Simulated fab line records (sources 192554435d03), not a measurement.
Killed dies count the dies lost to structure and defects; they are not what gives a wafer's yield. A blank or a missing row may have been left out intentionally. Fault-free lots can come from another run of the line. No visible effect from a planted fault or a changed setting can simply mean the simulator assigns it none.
The tool behind it: which one? | flow n5 finfet | Sampling: 11 lots, 33 wafers, 4 of 1938 route steps

== WHAT THE GAUGES SHOWED, per wafer ==
N5_BEOL_M7_INSPECT_30: inspects for defects (brightfield).
lot  | measured     | on                | raw defect count
L466 | day 10 00:43 | defect inspect-02 | 390 487 412
L467 | day 10 11:16 | defect inspect-01 | 277 277 366
L469 | day 11 01:23 | defect inspect-02 | 563 475 440
L472 | day 11 12:38 | defect inspect-02 | 476 520 535
L471 | day 11 23:43 | defect inspect-02 | 369 283 352
L473 | day 12 11:46 | defect inspect-01 | 514 324 429
L475 | day 12 23:46 | defect inspect-02 | 370 455 343
L477 | day 13 10:50 | defect inspect-01 | 588 501 493
L481 | day 13 21:34 | defect inspect-01 | 337 327 346
L484 | day 14 20:25 | defect inspect-01 | 411 476 421
L485 | day 15 23:23 | defect inspect-01 | 455 389 416

N5_BEOL_M7_OCD_MEAS_38.
lot  | measured     | on     | trench depth nm (nm)
L466 | day 10 01:10 | ocd-02 | 94.6 93.5 91.0
L467 | day 10 11:44 | ocd-02 | 95.5 92.5 97.0
L469 | day 11 01:50 | ocd-01 | 91.9 94.1 91.9
L472 | day 11 13:10 | ocd-01 | 93.0 92.3 95.0
L471 | day 12 00:13 | ocd-02 | 94.7 91.0 95.7
L473 | day 12 12:14 | ocd-02 | 94.1 94.4 92.4
L475 | day 13 00:13 | ocd-01 | 94.2 92.6 94.2
L477 | day 13 11:18 | ocd-02 | 94.8 94.6 93.2
L481 | day 13 22:02 | ocd-01 | 94.7 90.9 91.8
L484 | day 14 21:22 | ocd-02 | 91.9 92.9 94.2
L485 | day 15 23:59 | ocd-01 | 94.3 94.1 95.8

N5_BEOL_M7_CD_MEAS_35 targets a cd of 40 nm.
lot  | measured     | on        | cd nm (nm)
L466 | day 10 01:20 | cd sem-02 | 40.1 39.7 39.7
L467 | day 10 11:53 | cd sem-03 | 40.1 40.5 40.2
L469 | day 11 01:59 | cd sem-03 | 40.1 39.6 40.2
L472 | day 11 13:20 | cd sem-01 | 39.3 40.3 40.1
L471 | day 12 00:23 | cd sem-01 | 39.9 39.9 40.2
L473 | day 12 12:23 | cd sem-01 | 40.1 40.4 40.5
L475 | day 13 00:22 | cd sem-01 | 39.7 40.8 39.4
L477 | day 13 11:27 | cd sem-02 | 39.5 39.9 40.3
L481 | day 13 22:11 | cd sem-01 | 40.2 40.0 40.3
L484 | day 14 21:31 | cd sem-02 | 39.1 39.8 40.0
L485 | day 16 00:08 | cd sem-01 | 40.2 40.8 40.4

== WHAT TOOL EACH LOT RAN ON (gives the tool, then ch and the chambers of the sampled wafers, and finally the start) ==
lot  | N5_BEOL_M7_ETCH_41
L466 | rie diel-03 ch 0,2,3, day 10 01:02
L467 | rie diel-06 ch 0,2,3, day 10 11:37
L469 | rie diel-03 ch 2,3, day 11 01:43
L472 | rie diel-05 ch 0,2,3, day 11 13:03
L471 | rie diel-05 ch 0,1,2, day 12 00:06
L473 | rie diel-03 ch 1,2,3, day 12 12:06
L475 | rie diel-05 ch 1,2,3, day 13 00:07
L477 | rie diel-06 ch 1,2,3, day 13 11:10
L481 | rie diel-05 ch 0,2,3, day 13 21:54
L484 | rie diel-06 ch 0,1,3, day 14 21:14
L485 | rie diel-06 ch 0,2,3, day 15 23:52
- N5_BEOL_M7_ETCH_41: etches SiCN in CH3F/O2, target depth 31.9 nm, time 57.8 s.

== AS READ BY THE TOOLS THEMSELVES (means over the sampled wafers that have a number; for cases with no such wafer, the mark the record gives instead) ==
N5_BEOL_M7_ETCH_41.
lot  | tool        | bias w (W) | drypump motor current A (A) | oes product au (a.u.) | rf vpp V (V) | showerhead plenum p Torr (Torr) | throttle valve pct (%)
L466 | rie diel-03 | 74.92      | 5.8                         | 0.78                  | 297.0        | 2.01                            | 16.26
L467 | rie diel-06 | 74.92      | 5.5                         | 0.83                  | 297.2        | 1.98                            | 16.40
L469 | rie diel-03 | 74.99      | 5.6                         | 0.70                  | 297.9        | 2.05                            | 16.31
L472 | rie diel-05 | 75.13      | 5.4                         | 0.74                  | 297.5        | 2.00                            | 16.50
L471 | rie diel-05 | 74.90      | 5.2                         | 0.77                  | 297.3        | 1.97                            | 16.48
L473 | rie diel-03 | 75.16      | 5.4                         | 0.74                  | 298.1        | 2.02                            | 16.32
L475 | rie diel-05 | 79.12      | 5.4                         | 0.80                  | 307.3        | 1.99                            | 16.31
L477 | rie diel-06 | 75.21      | 5.5                         | 0.85                  | 297.6        | 2.03                            | 16.28
L481 | rie diel-05 | 78.99      | 5.4                         | 0.74                  | 307.0        | 1.99                            | 16.51
L484 | rie diel-06 | 74.99      | 5.4                         | 0.81                  | 297.7        | 2.01                            | 16.37
L485 | rie diel-06 | 74.91      | 5.4                         | 0.87                  | 297.2        | 1.97                            | 16.33

== THE ANSWER, worked out from the rows above alone ==
Rule: usual is defined by the lots themselves. Put in order of their means at a reading, lots are off if they are a third of the lots or fewer, leave a main group of 4 or more, and stand apart from it by a gap of 3 or more times the standard deviation of the main group's means; of several such gaps the widest counts. A main group is skipped when, at the precision printed for the reading in the tables above, its means are all equal. Also off: a lot with no number at a reading for which 4 or more lots have one. The other lots that the step has rows for count as sound. After the gauges, taken in route order, come the tools' own readings; for these a lot's mean is taken, as printed above. At the first step where some lot is off, the reading lying furthest off is the one used; lots without a number count as furthest.
Off at N5_BEOL_M7_ETCH_41 (bias w): L475, L481. Mean 75.01 W and standard deviation 0.11 in the main group.
If a tool, at that step or one of the process steps before it, ran each lot that is off and ran no sound lot following the first of them, it fits. One candidate fits, namely rie diel-05 at N5_BEOL_M7_ETCH_41. A fault onset in the window from L471 (day 12 00:06, its last sound lot) to L475 (day 13 00:07, its first lot off) fits.
The tool's own readings at N5_BEOL_M7_ETCH_41 bear it out: on the lots that are off they differ by more than 5 times the standard deviation of the sound lots' means. bias w reads 79.06 W there against 75.01 W on the sound lots; rf vpp V reads 307.1 V there against 297.5 V on the sound lots.

== WHAT WAS PUT IN BY THE SIMULATOR ==
rie diel-05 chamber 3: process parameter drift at N5_BEOL_M7_ETCH_41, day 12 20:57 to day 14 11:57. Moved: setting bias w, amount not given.
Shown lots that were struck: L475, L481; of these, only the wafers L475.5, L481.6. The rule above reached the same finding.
